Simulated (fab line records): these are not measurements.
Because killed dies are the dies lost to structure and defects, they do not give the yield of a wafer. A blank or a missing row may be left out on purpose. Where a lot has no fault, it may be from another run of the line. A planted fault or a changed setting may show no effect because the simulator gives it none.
A struck lot beside a sound one / flow n5_finfet / 38 out of 1938 route steps
Sound: these wafers, L543.3, L543.4, L543.6. Struck: wafer L534.6 (L534.2, L534.5, from the same lot, were not struck and are left out); the cause is given at the end.
For every step that has rows: the tool of each side, followed by ch and its chambers, followed by its first start. Under that, the readings that differ: sound wafers / struck wafers / difference of the means / sigmas: that difference in standard deviations of wafers without a fault.
alike: readings with means less than 2 such deviations apart, plus words and numbers identical on both sides. not compared: withheld readings, readings lacking a value on some wafer, bounds such as >300 that could conceal the same value, and numbers that have no deviation in the record and whose values overlap.
Wherever a step has rows on one side only, a row that says differs or no value, or a row with sigmas, the two part there. Numbers that don't overlap but have no deviation are shown without sigmas and don't part them. Lack of a reading on every wafer of one side parts them only where that side has two or more wafers.

first, 9 steps without rows for these wafers: N5_BEOL_M4_ANNEAL_95 (time 240 s); N5_BEOL_M4_SPUTTER_96 (material Cu, target thk 4.5 nm, time 8.29 s); N5_BEOL_M4_ECD_50 (material Cu, target thk 300 nm); N5_BEOL_M4_ANNEAL_51 (time 90 s); N5_BEOL_M4_CMP_52 (polishes, stops on SiOC, t overpolish 6.8 s, target thk 40 nm); N5_BEOL_M4_PRE_CLEAN_60 (time 15 s); N5_BEOL_M4_CO_CAP_55 (material Co, precursor CCTBA/H2, target thk 2 nm, time 102.1 s); N5_BEOL_M4_PRE_CLEAN_56 (time 15 s); N5_BEOL_M4_DEP_57 (deposits SiCN from 3MS/NH3, target thk 8 nm, time 14 s).
N5_BEOL_M4_RC_MEAS_101:
  sound on prober-01 ch 0, day 15 02:56; struck on prober-01 ch 0, day 12 02:44
reading=IOFF_P (nA/um); sound=0.194 0.173 0.216; struck=0.246; difference=+0.052; sigmas=+2
reading=ION_P (uA/um); sound=457 451 456; struck=471; difference=+16; sigmas=+2
reading=VT_P (mV); sound=-252.6 -255.1 -253.2; struck=-244.0; difference=+9.6; sigmas=+3
  alike: DIBL_N, DIBL_P, IOFF_N, ION_N, SS_N, SS_P, VT_N
then, 24 steps without rows for these wafers: N5_BEOL_M5_ILD_DEP_00 (deposits SiCOH lowk from DEMS/porogen, target thk 140.64 nm, time 25.9 s); N5_BEOL_M5_CURE_79 (cures SiCOH lowk, time 240 s); N5_BEOL_M5_PECVD_70 (deposits SiO2 from TEOS/O2, target thk 16 nm, time 18 s); N5_BEOL_M5_HM_DEP_02 (deposits TiN, target thk 20 nm); N5_BEOL_M5_COAT_59 (time 60 s, resist thk 60 nm); N5_BEOL_M5_COAT_60 (time 60 s, resist thk 12 nm); N5_BEOL_M5_COAT_71 (time 60 s, resist thk 5 nm); N5_BEOL_M5_COAT_05 (resist thk 30 nm); N5_BEOL_M5_EBR_07; N5_BEOL_M5_SOFTBAKE_06 (time 60 s); N5_BEOL_M5_EXPOSE_08 (exposes mask M5, target cd 28 nm); N5_BEOL_M5_PEB_09 (peb time 60 s); N5_BEOL_M5_DEVELOP_10 (develop time 30 s); N5_BEOL_M5_DESCUM_16 (chemistry O2, time 7 s); N5_BEOL_M5_ETCH_72 (etches underlayer in N2/H2, target depth 6.5 nm, time 5.2 s); N5_BEOL_M5_ETCH_61 (etches SiARC in CF4, target depth 15.6 nm, time 26 s); N5_BEOL_M5_ETCH_62 (etches SOC in N2/H2, target depth 75 nm, overetch 15 nm, time 112.5 s); N5_BEOL_M5_STRIP_63 (strips in N2/H2); N5_BEOL_M5_STRIP_73 (strips in N2/H2); N5_BEOL_M5_STRIP_64 (strips in CF4); N5_BEOL_M5_HM_OPEN_17 (chemistry Cl2/BCl3, target TiN, target depth 20 nm, overetch 6 nm); N5_BEOL_M5_STRIP_19 (strips in O2); N5_BEOL_M5_COAT_65 (time 60 s, resist thk 60 nm); N5_BEOL_M5_COAT_66 (time 60 s, resist thk 12 nm).
-- the record jumps here: 2 days lie between the struck wafers' starts before and after (it left off in module BEOL_M5 and takes up again in module BEOL_M10, whose first step shown is number 1530 of the route) --
N5_BEOL_M10_CMP_52: polishes, stops on SiCOH lowk, t overpolish 7 s, target thk 140 nm.
  sound on cmp-04 ch 0,2,3, day 17 21:02; struck on cmp-04 ch 1, day 14 09:23
reading=barrier_field_endpoint_s (s); sound=28.3 28.8 28.0; struck=47.0; difference=+18.6; sigmas=+33
reading=overpolish_run_s (s); sound=6.990 6.995 6.991; struck=0.032; difference=-6.960; sigmas=-99 or more
reading=time_to_endpoint_s (s); sound=65.4 61.1 63.5; struck=87.0; difference=+23.7; sigmas=+11
  alike: motor_current_A
  not compared: pad_life_wafers
N5_BEOL_M10_THK_MEAS_53: measures by xrf.
  struck on film_metro-02, day 14 09:37; sound on film_metro-02, day 17 21:18
reading=M10_THK (nm); sound=139.1 137.6 141.0; struck=266.0; difference=+126.8; sigmas=+53
N5_BEOL_M10_INSPECT_58: inspects for defects (darkfield).
  struck on defect_inspect-02, day 14 09:46; sound on defect_inspect-02, day 17 21:28
reading=raw_defect_count; sound=73 58 64; struck=2317; difference=+2252; sigmas=+98
N5_PASSIVATION_PROBE_49:
  struck on prober-02, day 16 09:22; sound on prober-01, day 20 05:08
reading=defect_limited_yield (%); sound=92.0 89.9 89.9; struck=0; difference=-91; sigmas=-70
reading=killed_at_M0_to_M3; sound=28 59 56; struck=22; difference=-26; sigmas=-2
reading=killed_at_M4_up; sound=12 9 13; struck=1088; difference=+1077; sigmas=+99 or more
reading=killed_dies; sound=94 119 119; struck=1180; difference=+1069; sigmas=+67
reading=killed_on_rim; sound=11 18 16; struck=152; difference=+137; sigmas=+34
reading=sort_n_pass; sound=1086 1061 1061; struck=0; difference=-1069; sigmas=-67
reading=sort_yield_pct (%); sound=92.0 89.9 89.9; struck=0; difference=-91; sigmas=-70
  alike: killed_at_contacts, killed_at_front_end, killed_at_other, killed_open, killed_short, sort_bin_5_function, sort_bin_6_memory

WHERE THEY PART
Last at N5_PASSIVATION_PROBE_49 as far as this record goes, first at N5_BEOL_M4_RC_MEAS_101.

WHY: what had been put in by the simulator
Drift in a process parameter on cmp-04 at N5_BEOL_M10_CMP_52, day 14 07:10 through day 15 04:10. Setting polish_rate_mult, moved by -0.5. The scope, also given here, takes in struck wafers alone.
